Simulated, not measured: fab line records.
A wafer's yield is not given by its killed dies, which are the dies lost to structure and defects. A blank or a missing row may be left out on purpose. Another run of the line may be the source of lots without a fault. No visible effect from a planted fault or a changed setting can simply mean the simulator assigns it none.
Split-lot trial :: flow n5_finfet :: route with 1938 steps; 7 lots, 21 wafers read

## ON THE SPLIT
At N5_BEOL_M12_EXPOSE_07 (exposes mask V11), the setting dose_mj was moved away from the recipe's 32.5 on 12 of the 21 wafers read, by -7.4% to +4.4%. All remaining wafers had this setting at the recipe value.

## FROM THE SPLIT TO THE READING: what the file shows between them, 11 steps
- N5_BEOL_M12_PEB_08: peb time 90 s
- N5_BEOL_M12_DEVELOP_09: develop time 45 s
- N5_BEOL_M12_HARDBAKE_14: time 120 s
- N5_BEOL_M12_CD_MEAS_10: target cd 140 nm
- N5_BEOL_M12_DESCUM_15: chemistry O2, time 7.9 s
- N5_BEOL_M12_ETCH_59: etches BARC in N2/H2, target depth 89 nm, overetch 26.7 nm, time 67.9 s
- N5_BEOL_M12_VIA_ETCH_16: etches SiOC in C4F8/O2/Ar, target depth 724.8 nm
- N5_BEOL_M12_STRIP_63: strips in N2/H2
- N5_BEOL_M12_STRIP_64: strips in N2/H2
- N5_BEOL_M12_STRIP_71: strips in post etch residue remover, time 60 s
- N5_BEOL_M12_SRD_72: time 30 s, dry time 30 s

## THE READING
At N5_BEOL_M12_CD_MEAS_17: cd_nm in nanometres, against a target cd of 140 nm. Fault-free wafers of this fab line usually give 139.9 nm, standard deviation 1.4 nm.

wafer: L074.2
tool, chamber at the split: krf_scanner-02, 0
dose_mj as run: 32.5
against the recipe: recipe
cd_nm, nm: 139.3
against lot-mates on the recipe: -

wafer: L074.4
tool, chamber at the split: krf_scanner-02, 0
dose_mj as run: 32.5
against the recipe: recipe
cd_nm, nm: 140.2
against lot-mates on the recipe: -

wafer: L074.6
tool, chamber at the split: krf_scanner-02, 0
dose_mj as run: 32.5
against the recipe: recipe
cd_nm, nm: 139.3
against lot-mates on the recipe: -

wafer: L076.1
tool, chamber at the split: krf_scanner-01, 0
dose_mj as run: 30.61
against the recipe: -5.8%
cd_nm, nm: 132.9
against lot-mates on the recipe: -6.1

wafer: L076.4
tool, chamber at the split: krf_scanner-01, 0
dose_mj as run: 30.61
against the recipe: -5.8%
cd_nm, nm: 132.7
against lot-mates on the recipe: -6.3

wafer: L076.6
tool, chamber at the split: krf_scanner-01, 0
dose_mj as run: 32.5
against the recipe: recipe
cd_nm, nm: 139.0
against lot-mates on the recipe: -

wafer: L080.1
tool, chamber at the split: krf_scanner-02, 0
dose_mj as run: 32.5
against the recipe: recipe
cd_nm, nm: 139.9
against lot-mates on the recipe: -

wafer: L080.4
tool, chamber at the split: krf_scanner-02, 0
dose_mj as run: 32.5
against the recipe: recipe
cd_nm, nm: 138.0
against lot-mates on the recipe: -

wafer: L080.5
tool, chamber at the split: krf_scanner-02, 0
dose_mj as run: 32.5
against the recipe: recipe
cd_nm, nm: 140.5
against lot-mates on the recipe: -

wafer: L089.1
tool, chamber at the split: krf_scanner-01, 0
dose_mj as run: 33.48
against the recipe: +3.0%
cd_nm, nm: 142.6
against lot-mates on the recipe: no lot-mate on the recipe

wafer: L089.3
tool, chamber at the split: krf_scanner-01, 0
dose_mj as run: 33.48
against the recipe: +3.0%
cd_nm, nm: 142.9
against lot-mates on the recipe: no lot-mate on the recipe

wafer: L089.5
tool, chamber at the split: krf_scanner-01, 0
dose_mj as run: 33.48
against the recipe: +3.0%
cd_nm, nm: 144.4
against lot-mates on the recipe: no lot-mate on the recipe

wafer: L083.1
tool, chamber at the split: krf_scanner-01, 0
dose_mj as run: 33.94
against the recipe: +4.4%
cd_nm, nm: 144.9
against lot-mates on the recipe: +5.9

wafer: L083.3
tool, chamber at the split: krf_scanner-01, 0
dose_mj as run: 33.94
against the recipe: +4.4%
cd_nm, nm: 145.9
against lot-mates on the recipe: +6.9

wafer: L083.5
tool, chamber at the split: krf_scanner-01, 0
dose_mj as run: 32.5
against the recipe: recipe
cd_nm, nm: 139.0
against lot-mates on the recipe: -

wafer: L097.1
tool, chamber at the split: krf_scanner-02, 0
dose_mj as run: 30.09
against the recipe: -7.4%
cd_nm, nm: 128.2
against lot-mates on the recipe: no lot-mate on the recipe

wafer: L097.2
tool, chamber at the split: krf_scanner-02, 0
dose_mj as run: 30.09
against the recipe: -7.4%
cd_nm, nm: 128.2
against lot-mates on the recipe: no lot-mate on the recipe

wafer: L097.5
tool, chamber at the split: krf_scanner-02, 0
dose_mj as run: 30.09
against the recipe: -7.4%
cd_nm, nm: 131.3
against lot-mates on the recipe: no lot-mate on the recipe

wafer: L096.3
tool, chamber at the split: krf_scanner-01, 0
dose_mj as run: 32.5
against the recipe: recipe
cd_nm, nm: 142.6
against lot-mates on the recipe: -

wafer: L096.5
tool, chamber at the split: krf_scanner-01, 0
dose_mj as run: 33.89
against the recipe: +4.3%
cd_nm, nm: 145.1
against lot-mates on the recipe: +2.5

wafer: L096.6
tool, chamber at the split: krf_scanner-01, 0
dose_mj as run: 33.89
against the recipe: +4.3%
cd_nm, nm: 147.3
against lot-mates on the recipe: +4.7

FIT RESULTS
A straight line over all 21 wafers: cd_nm changes by +1.35 nm for each +1% of dose_mj; r = +0.98; the points scatter about the line by 1.2 nm.
The same after taking each lot's own level away (the mean of its wafers on the recipe; 15 wafers): +1.11 nm for each +1%; r = +0.96; scatter 1 nm.
Per that fit: largest dose_mj move, reading shift of 8.2 nm.
From 139.00 to 142.60 nm: that is the span of the lots' own levels, equal to 2.6 times the standard deviation above.
So the slope is not independent of the lot-to-lot level: the two fits are not the same.
Check: -6.51 nm against its lot-mates is what the line predicts for one of the wafers moved furthest among these (-5.8%) when that wafer is left out of the fit. It came out at -6.1 nm against them.

## OTHER SPLITS ON THESE WAFERS
Other splits were also applied to these wafers ahead of the reading. Each is held against what the fit with the lots' levels taken away leaves over:
other split on the same wafers: N5_BEOL_M11_VIA_ETCH_34 time_s
wafers away from the commonest value: 4
r with cd_nm (lot level and that fit taken away): -0.49

other split on the same wafers: N5_BEOL_M12_COAT_04 spin_rpm
wafers away from the commonest value: 3
r with cd_nm (lot level and that fit taken away): +0.64

## THE WHOLE CHAIN: every reading that the file lists as answering this split, in the file's order
step: N5_BEOL_M12_CD_MEAS_10
what it does: target cd 140 nm
reading: cd_nm
change (the file's fit): +0.981 nm for each +1% of the setting
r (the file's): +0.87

step: N5_BEOL_M12_CD_MEAS_17
what it does: target cd 140 nm
reading: cd_nm
change (the file's fit): +1.12 nm for each +1% of the setting
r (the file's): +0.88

## THE FILE'S OWN FIT
cd_nm changes by +1.12 nm for each +1% of dose_mj, r = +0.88.
